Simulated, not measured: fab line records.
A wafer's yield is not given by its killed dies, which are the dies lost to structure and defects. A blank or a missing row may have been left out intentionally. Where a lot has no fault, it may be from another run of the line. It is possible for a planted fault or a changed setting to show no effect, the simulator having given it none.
Matching of chambers    flow n5 finfet    N5_BEOL_M10_PECVD_70 on pecvd-01 has 3 sister chambers
The step deposits SiO2 from TEOS/O2, target thk 20 nm, time 22.7 s. 3 wafers are shown with their chamber, then 10 later ones without.

WAFERS WITH THEIR CHAMBER
wafer   chamber  throttle valve pct (%)
L080.5  1        22.0
L087.1  0        23.6
L087.2  2        21.7

WAFERS WITH NO CHAMBER GIVEN
wafer   throttle valve pct (%)
L087.3  21.5
L095.2  22.1
L095.4  23.7
L095.5  22.0
L096.1  21.8
L096.3  21.7
L096.6  21.9
L097.3  21.6
L097.4  23.5
L097.6  22.5

EACH ONE'S CHAMBER
wafer   from the rows above      in truth
L087.3  can't be placed: 2 or 1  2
L095.2  can't be placed: 1 or 2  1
L095.4  0                        0
L095.5  can't be placed: 1 or 2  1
L096.1  can't be placed: 2 or 1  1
L096.3  can't be placed: 2 or 1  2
L096.6  can't be placed: 1 or 2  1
L097.3  can't be placed: 2 or 1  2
L097.4  0                        0
L097.6  can't be placed: 1 or 2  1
Correctly placed: 2 of 10. These rows do not allow placing 8 (true chamber among the candidates in 8). Placed wrongly: 0.
How it was worked out, from the rows above alone: a wafer's distance from a chamber is the root of the sum, over the readings, of the square of ((its reading less the chamber's mean) divided by the reading's scatter). The wafer belongs to the nearest chamber; if the next one is less than 2 further off, it can't be placed. A chamber's mean is the mean of its shown wafers. The scatter: root of mean squared gap, hidden wafer to nearest shown wafer, with one shown wafer a chamber.
